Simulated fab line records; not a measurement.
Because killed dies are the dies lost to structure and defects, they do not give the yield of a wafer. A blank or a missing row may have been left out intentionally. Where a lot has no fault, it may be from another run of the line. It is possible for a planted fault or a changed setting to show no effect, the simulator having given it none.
One fault through the eyes of 2 desks | flow n5 finfet | only its own numbers are on each desk; what lay behind them is given at the end

TOOL OWNER'S DESK, litho track-03
The tool's own readings at N5_SDB_COAT_03 (time 60 s, resist thk 100 nm): means of the sampled wafers that have a number, for each lot that ran on this tool. If a lot's mean is further than 4 standard deviations from the usual mean, the lot is out of limits and carries the mark OUT (the distance appears in the brackets).
Columns: A = heater power total W at N5_SDB_COAT_03, usual 500.5 W; B = plate temp C at N5_SDB_COAT_03, usual 249.96 C
lot  | first seen here | A               | B
L519 | day 3 21:48     | 499.8           | 250.10
L520 | day 4 07:15     | 500.4           | 249.92
L523 | day 4 21:56     | 500.5           | 250.04
L535 | day 7 17:26     | 475.9 (-14) OUT | 240.49 (-53) OUT
L536 | day 7 23:07     | 475.9 (-14) OUT | 240.21 (-54) OUT
This desk's finding: out of limits on L535, L536; first on L535, day 7 17:26 (heater power total W at N5_SDB_COAT_03). L519, L520, L523 stayed within limits.

THE METROLOGY DESK
What the gauges read, lot by lot, whatever tool the lot ran on: means of the sampled wafers that have a number. If a lot's mean is further than 4 standard deviations from the usual mean, the lot is out of limits and carries the mark OUT (the distance appears in the brackets). Shown here are 7 of its 11 readings, the ones lying furthest out on some lot.
Columns: A = DIBL_N at N5_BEOL_M4_RC_MEAS_101, usual 36.1 mV/V; B = DIBL_P at N5_BEOL_M4_RC_MEAS_101, usual 36.3 mV/V; C = IOFF_P at N5_BEOL_M4_RC_MEAS_101, usual 0.21 nA/um; D = ION_P at N5_BEOL_M4_RC_MEAS_101, usual 461 uA/um; E = SS_N at N5_BEOL_M4_RC_MEAS_101, usual 71.4 mV/dec; F = VT_N at N5_BEOL_M4_RC_MEAS_101, usual 250.4 mV; G = VT_P at N5_BEOL_M4_RC_MEAS_101, usual -250 mV
lot  | first seen here | A    | B    | C    | D   | E    | F     | G
L519 | day 3 21:40     | 35.2 | 35.9 | 0.18 | 453 | 71.8 | 252.2 | -255
L520 | day 4 07:06     | 37.6 | 36.8 | 0.19 | 458 | 71.4 | 247.7 | -253
L523 | day 4 21:48     | 34.6 | 34.2 | 0.25 | 476 | 71.1 | 249.8 | -242
L532 | day 7 05:27     | 34.1 | 34.4 | 0.15 | 448 | 71.2 | 255.0 | -257
L535 | day 7 17:18     | 35.6 | 36.5 | 0.20 | 460 | 71.9 | 249.3 | -252
L536 | day 7 22:59     | 35.0 | 34.9 | 0.19 | 462 | 70.7 | 248.6 | -250
L539 | day 8 20:25     | 37.9 | 38.5 | 0.22 | 458 | 71.5 | 250.2 | -251
L540 | day 9 01:43     | 35.5 | 36.5 | 0.21 | 463 | 71.3 | 251.4 | -249
L542 | day 9 20:49     | 36.1 | 36.6 | 0.18 | 456 | 71.3 | 254.9 | -255
This desk's finding: nothing out of limits on any of the 9 lots.

ALL TOGETHER
The tool owner's desk had the chance to raise an alarm at day 7 17:26 on L535, L536.
At the metrology desk, nothing out of limits was observed.
The metrology desk holds a record of L535, L536, inside its limits.
N5_SDB_COAT_03 was run on litho track-03 by each of the lots named.

WHAT WAS PUT IN BY THE SIMULATOR
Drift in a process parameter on litho track-03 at N5_SDB_COAT_03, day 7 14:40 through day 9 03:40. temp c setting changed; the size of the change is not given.
Lots struck among those shown: L535, L536.
How many hours passed from the start of the fault until each desk's first out-of-limits reading: the tool owner's desk, 3.
